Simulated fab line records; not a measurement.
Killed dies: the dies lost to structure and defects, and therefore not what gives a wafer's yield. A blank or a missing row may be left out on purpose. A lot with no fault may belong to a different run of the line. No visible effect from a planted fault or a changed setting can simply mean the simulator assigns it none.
Chamber matching :: flow n5_finfet :: 4 sister chambers for N5_BEOL_M14_ETCH_67 on rie_diel-06
The step etches SiARC in CF4, target depth 143 nm, time 238.3 s. 8 wafers are shown with their chamber, then 8 later ones without.

== WAFERS WITH THEIR CHAMBER ==
wafer: L074.4
chamber: 1
drypump_motor_current_A (A): 6.2
throttle_valve_pct (%): 15.80

wafer: L084.2
chamber: 1
drypump_motor_current_A (A): 6.1
throttle_valve_pct (%): 15.34

wafer: L084.4
chamber: 3
drypump_motor_current_A (A): 5.1
throttle_valve_pct (%): 15.55

wafer: L084.6
chamber: 2
drypump_motor_current_A (A): 5.3
throttle_valve_pct (%): 15.46

wafer: L087.1
chamber: 2
drypump_motor_current_A (A): 5.3
throttle_valve_pct (%): 15.48

wafer: L087.2
chamber: 0
drypump_motor_current_A (A): 5.3
throttle_valve_pct (%): 15.92

wafer: L087.3
chamber: 3
drypump_motor_current_A (A): 5.1
throttle_valve_pct (%): 15.54

wafer: L088.1
chamber: 0
drypump_motor_current_A (A): 5.3
throttle_valve_pct (%): 15.91

== WAFERS MISSING THEIR CHAMBER ==
wafer: L088.3
drypump_motor_current_A (A): 5.1
throttle_valve_pct (%): 15.54

wafer: L088.4
drypump_motor_current_A (A): 6.1
throttle_valve_pct (%): 15.33

wafer: L093.1
drypump_motor_current_A (A): 5.1
throttle_valve_pct (%): 15.56

wafer: L093.4
drypump_motor_current_A (A): 5.3
throttle_valve_pct (%): 15.91

wafer: L093.6
drypump_motor_current_A (A): 5.3
throttle_valve_pct (%): 15.49

wafer: L096.3
drypump_motor_current_A (A): 6.1
throttle_valve_pct (%): 15.37

wafer: L096.4
drypump_motor_current_A (A): 5.3
throttle_valve_pct (%): 15.51

wafer: L096.6
drypump_motor_current_A (A): 5.1
throttle_valve_pct (%): 15.60

== EACH ONE'S CHAMBER ==
wafer: L088.3
from the rows above: 3
in truth: 3

wafer: L088.4
from the rows above: 1
in truth: 1

wafer: L093.1
from the rows above: 3
in truth: 3

wafer: L093.4
from the rows above: 0
in truth: 0

wafer: L093.6
from the rows above: 2
in truth: 2

wafer: L096.3
from the rows above: 1
in truth: 1

wafer: L096.4
from the rows above: 2
in truth: 2

wafer: L096.6
from the rows above: 3
in truth: 3
Correctly placed: 8 of 8. Can't be placed from these rows: 0. Number placed wrongly: 0.
How it was worked out, from the rows above alone: a wafer's distance from a chamber is the root of the sum, over the readings, of the square of ((its reading less the chamber's mean) divided by the reading's scatter). The wafer belongs to the nearest chamber; if the next one is less than 2 further off, it can't be placed. Each chamber's mean is taken over the wafers shown for it. The scatter is the square root of a quotient: the sum, over the shown wafers, of each reading's squared deviation from its chamber's mean, divided by wafers minus chambers.
